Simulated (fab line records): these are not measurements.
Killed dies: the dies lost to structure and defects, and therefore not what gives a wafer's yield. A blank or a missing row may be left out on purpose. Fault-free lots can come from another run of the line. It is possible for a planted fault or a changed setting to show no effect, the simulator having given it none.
Comparing a struck lot with a sound one + flow nandHarc + 14 out of 1159 route steps
Sound: the wafers L150.1, L150.5, L150.6. Wafers L151.1, L151.2, L151.5 were the ones struck. The cause comes at the end.
At each step with rows: each side's tool, then ch and its chambers, then its first start. Under that, the readings that differ: sound wafers + struck wafers + difference of the means + sigmas: that difference in standard deviations of wafers without a fault.
alike: readings with means less than 2 such deviations apart, plus words and numbers identical on both sides. not compared: withheld readings, readings lacking a value on some wafer, bounds such as >300 that could conceal the same value, and numbers that have no deviation in the record and whose values overlap.
A row with sigmas, a row that says differs or no value, or rows on one side alone: a step with any of these is where the two part. Numbers that don't overlap but have no deviation are shown without sigmas and don't part them. A reading that every wafer of one side lacks parts them only if that side has two wafers or more.

NHARC_A_M1_CD_MEAS_09: target cd 120 nm.
  sound on cdSem-02 ch 0, day 17 22:43; struck on cdSem-01 ch 0, day 18 00:33
  alike: cdNm
NHARC_A_M1_OVL_MEAS_10: pitch 240 nm.
  sound: overlay-01 at day 17 22:48; struck: overlay-02 at day 18 00:38
  alike: overlayXNm, overlayYNm
NHARC_A_M1_INSPECT_11:
  sound: defectInspect-01 at day 17 22:50; struck: defectInspect-01 at day 18 00:41
  alike: rawDefectCount
then, 1 step without rows for these wafers: NHARC_A_M1_DESCUM_14 (chemistry O2, time 3 s).
NHARC_A_M1_ETCH_35: etches the open film in N2/H2, target depth 40 nm, overetch 12 nm, time 43.94 s.
  sound on rieDiel-09 ch 0,2,3, day 17 22:59; struck on rieDiel-09 ch 0,2, day 18 00:49
  alike: drypumpMotorCurrentA, h2FlowSccm, oesProductAu, rfFwdPowerW, rfVppV, showerheadPlenumPTorr, throttleValvePct
  not compared: rfHoursCounterH
NHARC_A_M1_ETCH_15: etches the open film in C4F8/Ar, target depth 182.5 nm, time 91.2 s.
  sound on rieDiel-09 ch 0,2,3; struck on rieDiel-09 ch 1,3
  alike: oesProductAu, rfFwdPowerW, rfVppV
  not compared: rfHoursCounterH
NHARC_A_M1_CD_MEAS_16:
  sound: cdSem-03 at day 17 23:12; struck: cdSem-02 at day 18 01:02
  alike: cdNm
then, 1 step without rows for these wafers: NHARC_A_M1_STRIP_18 (strips in N2/H2).
NHARC_A_M1_ETCH_28: etches the open film in CF4/N2, target depth 30 nm, time 72.99 s.
  sound on rieDiel-10 ch 0,1,2; struck on rieDiel-09 ch 0,3
  alike: drypumpMotorCurrentA, oesProductAu, rfFwdPowerW, rfVppV, showerheadPlenumPTorr, throttleValvePct
  not compared: rfHoursCounterH
then, 1 step without rows for these wafers: NHARC_A_M1_STRIP_19 (strips in post etch residue remover, time 600 s).
NHARC_A_M1_DEGAS_29: time 60 s.
  sound: pvdSputter-02 at day 17 23:57; struck: pvdSputter-01 at day 18 01:46
  alike: heaterPowerW, susceptorTempC
NHARC_A_M1_PRE_CLEAN_30: time 30 s.
  sound on pvdSputter-02; struck on pvdSputter-01
| reading            | sound                | struck | difference                    | sigmas |
|--------------------|----------------------|--------|-------------------------------|--------|
| susceptorTempC (C) | 280.07 279.94 280.24 | - - -  | no value on the struck wafers |        |
  alike: heaterPowerW
NHARC_A_M1_PVD_20: deposits TaN, target thk 5 nm, time 8.06 s.
  sound: pvdSputter-02 at day 18 00:03; struck: pvdSputter-01 at day 18 01:53
  no value came back on the struck wafers for biasV (V), cathodeDcPowerW (W), throttleValvePct (%); on the sound wafers biasV (V) reads 166.4 166.9 166.3
then, 1 step without rows for these wafers: NHARC_A_M1_PVD_21 (deposits Cu, target thk 30 nm, time 20.49 s).

WHERE THEY PART
Last at NHARC_A_M1_PVD_20 as far as this record goes, first at NHARC_A_M1_PRE_CLEAN_30.

WHY: whatever the simulator had introduced
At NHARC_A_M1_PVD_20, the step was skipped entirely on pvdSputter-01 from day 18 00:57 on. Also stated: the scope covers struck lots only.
